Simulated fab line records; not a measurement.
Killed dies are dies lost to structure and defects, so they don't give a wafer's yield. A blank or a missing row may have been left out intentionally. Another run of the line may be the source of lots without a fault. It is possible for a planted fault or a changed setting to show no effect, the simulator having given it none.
fab line records    flow n5-finfet    part 1 of 2: steps 1 to 4 of 6
[record] lots = 19  wafers = 57  last-day = 19
route steps=1938 shown BEOL_M1@767
lots that met no fault: taken from a fault-free run of the same line
start-h: the number of hours between the record's first day and the start of the first shown wafer of the lot    wait-h: time in hours since the lot's previous step    " identical to the entry in the row above    L1.1+2: a row that stands for several wafers    - no value, or no start given    * or withheld: withheld    < > ~ a bound
route shown NAME@n: names a module that has steps shown in the file, with the first one's number in the route    usual: the fault-free wafers' mean and standard deviation    same: alike in all rows    chamber/n: place in a boat    sites: per-site readings    _std_site: the values' standard deviation    _edge_site: outer sites' mean less inner sites'    radius-mm: how far each site lies from the wafer's centre    mask NAME#n: copy n    behind: the tool/chamber that last shaped the wafer    hold: reason for holding the lot/hours on hold/outcome of the hold    device: whichever transistor did not switch (one of n, p or np)    end of line: at the end of the route, the tests of the same wafers    where a step has no rows: the recipe by itself    killed: dies lost to structure and defects at the first sort, not the wafer's yield    map: shows each die of a wafer: x if killed, . if not, _ if none is there
set.NAME: setting as actually run; set.NAME@STEP: the setting as run at that earlier step    model.NAME: the simulator's own value behind a step, which no gauge read
a sample of lots followed through the steps of the route, with each step as a table and each wafer as a row
services: from which hour (start-h, from the record's first day; less than 0 if before it) a tool's chamber was out of use, for how many hours, and why
[[steps]]
[step N5_BEOL_M1_DESCUM_16]
[recipe] chemistry = O2  time-s = 7  source-power-w = 50  bias-power-w = 20  pressure-mtorr = 20  rf-frequency-hz = 2.712e+07  temp-c = 40  resist = CAR-EUV  o2-flow-sccm = 225
[usual] drypump-motor-current-A = 5.5/0.31  o2-flow-sccm = 225.0/0.73  oes-product-au = 0.78/0.072  rf-vpp-V = 242.9/1.5  showerhead-plenum-p-Torr = 2.08/0.079  throttle-valve-pct = 20.36/0.26
lot.wafer  tool         chamber  start-h  wait-h  drypump-motor-current-A  o2-flow-sccm  oes-product-au  rf-hours-counter-h  rf-vpp-V  showerhead-plenum-p-Torr  throttle-valve-pct
L074.1     rie-diel-06  3        129.60   0.0     5.1                      225.2         0.73            199                 242.6     1.99                      20.42
L074.2     "            2        "        "       5.9                      224.9         0.80            94                  244.3     2.20                      20.12
L074.3     "            0        "        "       5.4                      225.5         0.90            38                  244.3     2.14                      20.11
L075.1     rie-diel-01  0        131.88   0.0     5.1                      224.7         0.85            61                  244.1     2.13                      20.59
L075.4     "            1        "        "       5.6                      223.9         0.72            196                 244.8     2.17                      20.45
L075.5     "            0        "        "       5.1                      225.3         0.84            -                   246.5     2.13                      20.58
L076.1     rie-diel-03  1        135.24   0.0     5.2                      224.9         0.78            122                 241.0     1.93                      20.11
L076.5     "            2        "        "       5.3                      225.0         0.75            -                   243.6     2.09                      20.92
L076.6     "            1        "        "       5.2                      224.8         0.78            -                   240.5     1.93                      20.10
L077.2     rie-diel-06  2        141.53   0.1     5.9                      224.9         0.79            97                  244.4     2.20                      20.14
L077.3     "            0        "        "       5.4                      225.6         0.89            41                  244.0     2.14                      20.10
L077.6     "            3        "        "       5.1                      225.0         0.73            -                   241.1     1.99                      20.43
L078.2     rie-diel-01  0        143.81   0.0     5.1                      225.2         0.84            64                  243.0     2.12                      20.60
L078.5     "            2        "        "       5.7                      224.5         0.73            -                   242.2     2.08                      20.56
L078.6     "            1        "        "       5.6                      225.2         0.73            -                   244.4     2.16                      20.45
L080.1     rie-diel-06  2        158.18   0.0     6.0                      225.6         0.79            99                  245.1     2.20                      20.12
L080.2     "            3        "        "       5.1                      224.9         0.72            207                 242.5     1.99                      20.43
L080.6     "            1        "        "       6.0                      223.8         0.92            -                   244.4     2.14                      20.12
L082.1     rie-diel-01  3        173.90   0.0     5.7                      226.4         0.78            125                 241.1     2.01                      20.06
L082.2     "            0        "        "       5.1                      226.5         0.84            71                  242.3     2.12                      20.61
L082.6     "            0        "        "       5.1                      226.0         0.84            -                   242.5     2.12                      20.62
L083.1     rie-diel-06  1        180.80   0.0     6.0                      224.6         0.90            27                  244.1     2.13                      20.12
L083.3     "            2        "        "       6.0                      225.9         0.79            105                 244.4     2.20                      20.12
L083.5     "            3        "        "       5.1                      224.0         0.72            -                   241.4     1.98                      20.44
L084.1     rie-diel-06  2        185.32   0.0     5.9                      224.0         0.78            106                 245.5     2.20                      20.13
L084.2     "            3        "        "       5.1                      225.1         0.72            214                 240.0     1.98                      20.45
L084.5     "            3        "        "       5.1                      224.6         0.72            -                   241.4     1.98                      20.47
L085.1     rie-diel-03  3        197.26   0.0     5.7                      224.3         0.70            228                 242.6     2.07                      20.73
L085.2     "            0        "        "       5.5                      223.9         0.72            203                 244.0     2.07                      20.25
L085.6     "            2        "        "       5.3                      224.6         0.73            -                   241.6     2.09                      20.93
L086.1     rie-diel-06  3        201.07   0.0     5.1                      223.7         0.72            218                 241.0     1.98                      20.43
L086.4     "            2        "        "       6.0                      223.7         0.78            111                 244.5     2.19                      20.16
L086.5     "            1        "        "       5.9                      225.0         0.90            -                   241.7     2.13                      20.13
L087.1     rie-diel-03  3        206.41   0.0     5.7                      225.2         0.71            231                 242.0     2.07                      20.75
L087.5     "            1        "        "       5.2                      225.7         0.78            -                   239.0     1.92                      20.13
L087.6     "            2        "        "       5.3                      225.2         0.74            -                   241.5     2.09                      20.93
L088.1     rie-diel-03  3        206.64   0.1     5.7                      224.8         0.69            231                 244.7     2.07                      20.74
L088.2     "            1        "        "       5.2                      224.5         0.77            140                 241.6     1.92                      20.13
L088.5     "            3        "        "       5.7                      224.2         0.69            -                   242.7     2.07                      20.72
L090.1     rie-diel-06  0        215.56   0.2     5.5                      224.6         0.87            62                  242.8     2.13                      20.14
L090.4     "            3        "        "       5.1                      225.3         0.72            222                 242.3     1.98                      20.46
L090.5     "            1        "        "       6.0                      223.8         0.88            -                   244.0     2.13                      20.14
L089.1     rie-diel-06  3        215.83   0.1     5.1                      223.8         0.72            223                 242.5     1.98                      20.45
L089.2     "            0        "        "       5.5                      225.3         0.88            62                  243.0     2.13                      20.16
L089.5     "            0        "        "       5.5                      225.1         0.87            -                   245.0     2.13                      20.17
L092.1     rie-diel-06  0        226.10   0.3     5.5                      224.5         0.87            66                  243.8     2.13                      20.14
L092.3     "            1        "        "       6.0                      226.0         0.89            42                  244.3     2.13                      20.14
L092.5     "            0        "        "       5.4                      224.1         0.87            -                   243.9     2.13                      20.15
L093.3     rie-diel-01  3        235.47   0.0     5.7                      225.0         0.75            146                 242.8     2.01                      20.09
L093.5     "            2        "        "       5.7                      225.1         0.70            -                   243.5     2.07                      20.61
L093.6     "            1        "        "       5.6                      225.6         0.70            -                   244.2     2.15                      20.50
L094.1     rie-diel-01  1        238.22   0.0     5.6                      225.3         0.70            230                 243.2     2.15                      20.52
L094.2     "            3        "        "       5.7                      226.0         0.75            147                 241.7     2.01                      20.10
L094.4     "            2        "        "       5.7                      225.6         0.70            231                 242.9     2.07                      20.61
L097.2     rie-diel-03  2        255.25   0.1     5.3                      225.9         0.72            188                 242.7     2.08                      20.94
L097.4     "            1        "        "       5.2                      225.8         0.76            158                 240.9     1.92                      20.17
L097.6     "            2        "        "       5.3                      225.0         0.73            -                   243.4     2.08                      20.96
[step N5_BEOL_M1_STRIP_66]
[recipe] chemistry = CF4  resist = SiARC  power-w = 300  bias-power-w = 75  pressure-mtorr = 50  cf4-flow-sccm = 150  rf-frequency-hz = 6e+07
[usual] drypump-motor-current-A = 5.5/0.31  oes-product-au = 0.77/0.064  rf-vpp-V = 270.7/1.5  showerhead-plenum-p-Torr = 1.78/0.061  throttle-valve-pct = 13.54/0.27
lot.wafer  tool         chamber  start-h  wait-h  drypump-motor-current-A  oes-product-au  rf-hours-counter-h  rf-vpp-V  showerhead-plenum-p-Torr  throttle-valve-pct
L074.1     rie-diel-06  3        129.80   0.0     5.0                      0.72            199                 269.1     1.71                      13.62
L074.2     "            2        "        "       6.0                      0.80            94                  272.1     1.88                      13.29
L074.3     "            0        "        "       5.5                      0.87            38                  271.5     1.83                      13.21
L075.1     rie-diel-01  0        132.08   0.0     5.1                      0.82            61                  271.4     1.82                      13.65
L075.4     "            1        "        "       5.6                      0.72            196                 272.3     1.85                      13.67
L075.5     "            0        "        "       5.1                      0.83            -                   272.1     1.82                      13.65
L076.1     rie-diel-03  1        135.44   0.0     5.2                      0.78            122                 267.8     1.67                      13.35
L076.5     "            2        "        "       5.3                      0.75            -                   270.3     1.79                      13.99
L076.6     "            1        "        "       5.2                      0.78            -                   267.7     1.67                      13.34
L077.2     rie-diel-06  2        141.74   0.0     5.9                      0.79            97                  272.8     1.88                      13.29
L077.3     "            0        "        "       5.5                      0.87            41                  272.0     1.82                      13.21
L077.6     "            3        "        "       5.1                      0.72            -                   269.9     1.71                      13.63
L078.2     rie-diel-01  0        144.02   0.0     5.0                      0.82            64                  271.3     1.82                      13.65
L078.5     "            2        "        "       5.7                      0.72            -                   272.1     1.78                      13.76
L078.6     "            1        "        "       5.6                      0.71            -                   272.4     1.85                      13.70
L080.1     rie-diel-06  2        158.39   0.0     6.0                      0.79            99                  273.7     1.88                      13.28
L080.2     "            3        "        "       5.1                      0.71            207                 270.0     1.71                      13.64
L080.6     "            1        "        "       6.0                      0.91            -                   271.8     1.83                      13.20
L082.1     rie-diel-01  3        174.10   0.0     5.7                      0.76            125                 271.0     1.74                      13.31
L082.2     "            0        "        "       5.1                      0.82            71                  270.7     1.82                      13.67
L082.6     "            0        "        "       5.1                      0.81            -                   271.5     1.82                      13.68
L083.1     rie-diel-06  1        181.01   0.0     6.0                      0.88            27                  270.8     1.83                      13.21
L083.3     "            2        "        "       5.9                      0.79            105                 274.3     1.88                      13.30
L083.5     "            3        "        "       5.1                      0.71            -                   268.4     1.71                      13.67
L084.1     rie-diel-06  2        185.52   0.0     5.9                      0.79            107                 270.6     1.88                      13.33
L084.2     "            3        "        "       5.1                      0.72            214                 270.8     1.71                      13.67
L084.5     "            3        "        "       5.1                      0.71            -                   269.2     1.71                      13.67
L085.1     rie-diel-03  3        197.46   0.0     5.7                      0.70            228                 270.5     1.77                      13.91
L085.2     "            0        "        "       5.6                      0.72            203                 272.2     1.78                      13.56
L085.6     "            2        "        "       5.3                      0.73            -                   270.6     1.79                      14.04
L086.1     rie-diel-06  3        201.28   0.0     5.1                      0.71            218                 269.8     1.71                      13.67
L086.4     "            2        "        "       5.9                      0.78            111                 271.9     1.88                      13.32
L086.5     "            1        "        "       6.0                      0.87            -                   271.7     1.82                      13.22
L087.1     rie-diel-03  3        206.62   0.0     5.7                      0.69            231                 270.8     1.77                      13.92
L087.5     "            1        "        "       5.2                      0.76            -                   267.9     1.66                      13.38
L087.6     "            2        "        "       5.3                      0.74            -                   273.0     1.79                      14.04
L088.1     rie-diel-03  3        206.85   0.0     5.7                      0.70            231                 270.5     1.77                      13.92
L088.2     "            1        "        "       5.2                      0.76            140                 268.6     1.66                      13.36
L088.5     "            3        "        "       5.7                      0.70            -                   271.6     1.77                      13.92
L090.1     rie-diel-06  3        215.77   0.0     5.1                      0.71            222                 268.6     1.70                      13.67
L090.4     "            0        "        "       5.5                      0.85            -                   272.5     1.82                      13.25
L090.5     "            1        "        "       6.0                      0.87            -                   272.1     1.82                      13.24
L089.1     rie-diel-06  3        216.04   0.0     5.0                      0.71            223                 270.4     1.70                      13.68
L089.2     "            0        "        "       5.5                      0.84            62                  272.0     1.82                      13.26
L089.5     "            0        "        "       5.4                      0.85            -                   270.5     1.82                      13.27
L092.1     rie-diel-06  0        226.30   0.0     5.5                      0.84            66                  271.8     1.82                      13.25
L092.3     "            1        "        "       6.0                      0.85            42                  273.0     1.82                      13.25
L092.5     "            0        "        "       5.5                      0.85            -                   270.8     1.82                      13.26
L093.3     rie-diel-01  3        235.67   0.0     5.6                      0.75            146                 269.9     1.73                      13.33
L093.5     "            2        "        "       5.7                      0.70            -                   269.1     1.77                      13.83
L093.6     "            1        "        "       5.6                      0.69            -                   272.0     1.84                      13.75
L094.1     rie-diel-01  1        238.42   0.0     5.6                      0.70            230                 272.6     1.84                      13.75
L094.2     "            3        "        "       5.7                      0.74            147                 269.0     1.73                      13.38
L094.4     "            2        "        "       5.7                      0.70            231                 271.3     1.77                      13.83
L097.2     rie-diel-03  2        255.46   0.0     5.4                      0.72            188                 270.8     1.78                      14.06
L097.4     "            1        "        "       5.2                      0.75            159                 268.7     1.66                      13.40
L097.6     "            2        "        "       5.3                      0.72            -                   270.2     1.78                      14.07
[step N5_BEOL_M1_STRIP_19]
[recipe] chemistry = O2  power-w = 400  temp-c = 40  pressure-mtorr = 30  rf-frequency-hz = 6e+07  bias-power-w = 0  overash-fraction = 0.2  o2-flow-sccm = 225
[usual] drypump-motor-current-A = 5.6/0.32  o2-flow-sccm = 225.0/0.67  oes-product-au = 0.79/0.076  rf-vpp-V = 3.6/0.51  showerhead-plenum-p-Torr = 2.09/0.075  throttle-valve-pct = 16.58/0.25
lot.wafer  tool         chamber  start-h  wait-h  drypump-motor-current-A  o2-flow-sccm  oes-product-au  rf-hours-counter-h  rf-vpp-V  showerhead-plenum-p-Torr  throttle-valve-pct
L074.1     rie-diel-06  0        129.96   0.1     5.4                      225.7         0.91            38                  3.8       2.14                      16.34
L074.2     "            2        "        "       6.0                      223.9         0.81            94                  4.3       2.21                      16.37
L074.3     "            1        "        "       6.0                      224.5         0.95            13                  3.8       2.14                      16.32
L075.1     rie-diel-06  0        132.25   0.1     5.5                      226.2         0.90            39                  4.0       2.14                      16.35
L075.4     "            1        "        "       6.0                      224.8         0.94            14                  3.3       2.14                      16.31
L075.5     "            1        "        "       5.9                      224.5         0.94            -                   4.4       2.14                      16.32
L076.1     rie-diel-03  0        135.59   0.1     5.5                      225.6         0.73            186                 3.2       2.08                      16.57
L076.5     "            0        "        "       5.6                      225.8         0.74            -                   3.3       2.08                      16.54
L076.6     "            3        "        "       5.7                      224.4         0.70            -                   3.2       2.08                      16.96
L077.2     rie-diel-03  3        141.89   0.1     5.7                      225.5         0.71            213                 3.6       2.08                      16.97
L077.3     "            2        "        "       5.3                      224.0         0.75            159                 4.3       2.10                      17.13
L077.6     "            2        "        "       5.3                      223.9         0.75            -                   3.7       2.10                      17.13
L078.2     rie-diel-06  2        144.17   0.1     6.0                      226.2         0.80            97                  4.1       2.20                      16.37
L078.5     "            2        "        "       6.0                      225.0         0.80            -                   4.1       2.20                      16.38
L078.6     "            1        "        "       6.0                      225.0         0.92            -                   3.2       2.14                      16.32
L080.1     rie-diel-01  2        158.60   0.1     5.7                      224.2         0.73            205                 3.5       2.08                      16.84
L080.2     "            1        "        "       5.6                      224.9         0.73            204                 3.2       2.17                      16.75
L080.6     "            2        "        "       5.7                      222.9         0.73            -                   3.9       2.08                      16.85
L082.1     rie-diel-03  1        174.34   0.2     5.2                      225.3         0.78            133                 3.5       1.93                      16.40
L082.2     "            2        "        "       5.3                      225.6         0.74            164                 3.5       2.09                      17.15
L082.6     "            3        "        "       5.7                      224.7         0.71            -                   4.5       2.08                      16.98
L083.1     rie-diel-06  1        181.16   0.1     6.0                      224.8         0.91            27                  4.4       2.14                      16.34
L083.3     "            2        "        "       6.0                      225.1         0.79            105                 2.9       2.20                      16.39
L083.5     "            1        "        "       6.0                      226.0         0.91            -                   4.1       2.14                      16.34
L084.1     rie-diel-03  0        185.74   0.1     5.6                      225.4         0.72            201                 4.0       2.08                      16.57
L084.2     "            2        "        "       5.3                      225.1         0.74            169                 3.3       2.09                      17.16
L084.5     "            3        "        "       5.7                      224.8         0.70            -                   3.8       2.08                      16.99
L085.1     rie-diel-03  3        197.62   0.1     5.7                      225.8         0.70            228                 2.6       2.07                      17.00
L085.2     "            2        "        "       5.3                      224.8         0.73            171                 4.0       2.09                      17.14
L085.6     "            0        "        "       5.6                      224.8         0.71            -                   3.5       2.08                      16.57
L086.1     rie-diel-06  3        201.43   0.1     5.1                      225.3         0.72            219                 4.0       1.99                      16.73
L086.4     "            2        "        "       6.0                      224.4         0.78            111                 3.6       2.20                      16.41
L086.5     "            2        "        "       6.0                      224.9         0.79            -                   3.2       2.20                      16.41
L087.1     rie-diel-03  0        206.87   0.2     5.6                      225.5         0.72            206                 2.7       2.08                      16.58
L087.5     "            2        "        "       5.3                      226.0         0.73            -                   3.2       2.09                      17.16
L087.6     "            1        "        "       5.2                      225.4         0.77            -                   4.7       1.93                      16.41
L088.1     rie-diel-06  1        207.00   0.1     6.0                      224.6         0.90            36                  3.1       2.13                      16.36
L088.2     "            3        "        "       5.1                      225.0         0.71            220                 4.8       1.99                      16.74
L088.5     "            3        "        "       5.1                      223.8         0.72            -                   3.7       1.99                      16.73
L090.1     rie-diel-03  0        216.01   0.2     5.6                      225.7         0.71            209                 3.9       2.07                      16.59
L090.4     "            3        "        "       5.7                      224.9         0.70            234                 4.0       2.07                      17.00
L090.5     "            0        "        "       5.6                      225.4         0.73            -                   4.4       2.08                      16.59
L089.1     rie-diel-01  2        216.19   0.1     5.7                      224.0         0.72            222                 4.2       2.07                      16.88
L089.2     "            3        "        "       5.6                      224.5         0.76            139                 3.0       2.01                      16.36
L089.5     "            2        "        "       5.7                      224.7         0.71            -                   3.3       2.07                      16.88
L092.1     rie-diel-06  1        226.46   0.1     6.0                      224.4         0.88            42                  2.8       2.13                      16.36
L092.3     "            0        "        "       5.5                      225.3         0.87            66                  4.8       2.13                      16.40
L092.5     "            2        "        "       6.0                      225.4         0.79            -                   4.0       2.20                      16.42
L093.3     rie-diel-06  1        235.89   0.1     6.0                      225.4         0.88            46                  4.0       2.13                      16.38
L093.5     "            0        "        "       5.5                      225.4         0.86            -                   3.1       2.13                      16.40
L093.6     "            3        "        "       5.1                      223.8         0.71            -                   3.9       1.98                      16.75
L094.1     rie-diel-06  1        238.80   0.3     6.0                      224.9         0.88            47                  3.7       2.13                      16.37
L094.2     "            3        "        "       5.1                      224.7         0.71            230                 4.0       1.98                      16.76
L094.4     "            2        "        "       5.9                      224.6         0.79            120                 4.1       2.20                      16.41
L097.2     rie-diel-06  3        255.62   0.1     5.1                      224.8         0.71            235                 3.5       1.98                      16.76
L097.4     "            0        "        "       5.5                      224.9         0.85            76                  3.2       2.13                      16.41
L097.6     "            0        "        "       5.5                      224.4         0.86            -                   3.1       2.13                      16.41
[step N5_BEOL_M1_CD_MEAS_18]
[recipe] pitch-nm = 36  target-cd-nm = 18
[usual] cd-nm = 17.99/0.26
lot.wafer  tool       chamber  start-h  wait-h  cd-nm
L074.1     cd-sem-01  -        130.03   0.0     17.53
L074.2     "          -        "        "       17.76
L074.3     "          -        "        "       17.97
L075.1     cd-sem-02  -        132.32   0.0     17.99
L075.4     "          -        "        "       17.76
L075.5     "          -        "        "       18.17
L076.1     cd-sem-02  -        135.66   0.0     17.58
L076.5     "          -        "        "       18.06
L076.6     "          -        "        "       18.11
L077.2     cd-sem-03  -        141.96   0.1     18.04
L077.3     "          -        "        "       18.19
L077.6     "          -        "        "       17.82
L078.2     cd-sem-02  -        144.24   0.1     18.13
L078.5     "          -        "        "       17.79
L078.6     "          -        "        "       17.50
L080.1     cd-sem-03  -        158.67   0.0     18.02
L080.2     "          -        "        "       18.00
L080.6     "          -        "        "       17.82
L082.1     cd-sem-03  -        174.41   0.0     18.37
L082.2     "          -        "        "       18.42
L082.6     "          -        "        "       18.44
L083.1     cd-sem-02  -        181.23   0.0     18.43
L083.3     "          -        "        "       18.29
L083.5     "          -        "        "       17.73
L084.1     cd-sem-03  -        185.81   0.0     18.08
L084.2     "          -        "        "       18.30
L084.5     "          -        "        "       17.96
L085.1     cd-sem-03  -        197.69   0.0     17.72
L085.2     "          -        "        "       18.10
L085.6     "          -        "        "       17.98
L086.1     cd-sem-03  -        201.50   0.0     18.56
L086.4     "          -        "        "       18.48
L086.5     "          -        "        "       18.37
L087.1     cd-sem-03  -        206.94   0.0     17.99
L087.5     "          -        "        "       18.20
L087.6     "          -        "        "       17.80
L088.1     cd-sem-02  -        207.07   0.0     17.77
L088.2     "          -        "        "       17.60
L088.5     "          -        "        "       17.67
L090.1     cd-sem-01  -        216.08   0.0     17.49
L090.4     "          -        "        "       18.07
L090.5     "          -        "        "       18.03
L089.1     cd-sem-03  -        216.26   0.0     17.88
L089.2     "          -        "        "       17.79
L089.5     "          -        "        "       17.97
L092.1     cd-sem-02  -        226.53   0.0     18.32
L092.3     "          -        "        "       17.75
L092.5     "          -        "        "       17.87
L093.3     cd-sem-01  -        235.97   0.1     18.41
L093.5     "          -        "        "       17.99
L093.6     "          -        "        "       18.14
L094.1     cd-sem-02  -        238.87   0.0     18.12
L094.2     "          -        "        "       18.03
L094.4     "          -        "        "       17.87
L097.2     cd-sem-01  -        255.69   0.1     18.25
L097.4     "          -        "        "       18.35
L097.6     "          -        "        "       18.27
